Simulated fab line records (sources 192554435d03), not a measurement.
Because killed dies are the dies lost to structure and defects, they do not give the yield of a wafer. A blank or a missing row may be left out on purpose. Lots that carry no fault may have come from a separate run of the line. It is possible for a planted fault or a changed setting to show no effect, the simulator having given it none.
Comparing a struck lot with a sound one | flow n5_finfet | 14 out of 1938 route steps
Sound: these wafers, L492.1, L492.2, L492.6. Wafers struck: L499.2, L499.3, L499.5. The cause comes at the end.
At each step with rows: each side's tool, then ch and its chambers, then its first start. Under that, the readings that differ: sound wafers | struck wafers | difference of the means | sigmas: that difference in standard deviations of wafers without a fault.
alike: same words and numbers on both sides, and readings whose means sit less than 2 such deviations apart. not compared: any withheld reading, any reading some wafer has no value for, any bound like >300 that may hide the same value, and any number with overlapping values for which the record gives no deviation.
A row with sigmas, a row that says differs or no value, or rows on one side alone: a step with any of these is where the two part. Numbers that have no deviation but don't overlap get no sigmas and don't part them. Lack of a reading on every wafer of one side parts them only where that side has two or more wafers.

first, 2 steps without rows for these wafers: N5_DUMMY_GATE_PRECLEAN_46 (cleans in DIW, time 89.5 s); N5_DUMMY_GATE_SRD_47 (dry time 32 s).
N5_DUMMY_GATE_CMP_04: polishes a-Si.
  sound on cmp-02 ch 0,1,2, day 3 08:55; struck on cmp-04 ch 0,2, day 5 07:34
  alike: motor_current_A, retaining_ring_pressure_frac, time_to_endpoint_s
N5_DUMMY_GATE_THK_MEAS_05:
  sound: film_metro-02 at day 3 09:08; struck: film_metro-01 at day 5 07:47
  alike: thk_nm
then, 8 steps without rows for these wafers: N5_DUMMY_GATE_HM_DEP_06 (deposits SiNx from DCS/NH3, target thk 80 nm, time 5141 s); N5_DUMMY_GATE_PECVD_30 (deposits SiO2 from TEOS/O2, target thk 55 nm, time 10.8 s); N5_DUMMY_GATE_COAT_34 (time 60 s, resist thk 60 nm); N5_DUMMY_GATE_COAT_35 (time 60 s, resist thk 10 nm); N5_DUMMY_GATE_COAT_28 (time 60 s, resist thk 10 nm); N5_DUMMY_GATE_COAT_09 (resist thk 30 nm); N5_DUMMY_GATE_EBR_11; N5_DUMMY_GATE_SOFTBAKE_10 (time 60 s).
N5_DUMMY_GATE_EXPOSE_12: exposes mask GATE, target cd 25 nm.
  sound on euv_scanner-02 ch 0, day 3 13:25; struck on euv_scanner-02, day 5 11:58
  no value came back on the struck wafers for exposure_dose_mJ_cm2, focus_offset_nm (nm); on the sound wafers exposure_dose_mJ_cm2 reads 33.96 33.99 33.98
  alike: mask
then, 1 step without rows for these wafers: N5_DUMMY_GATE_PEB_13 (peb time 60 s).

## WHERE THEY PART
Only at N5_DUMMY_GATE_EXPOSE_12, as far as this record shows.

WHY: what the simulator had put in
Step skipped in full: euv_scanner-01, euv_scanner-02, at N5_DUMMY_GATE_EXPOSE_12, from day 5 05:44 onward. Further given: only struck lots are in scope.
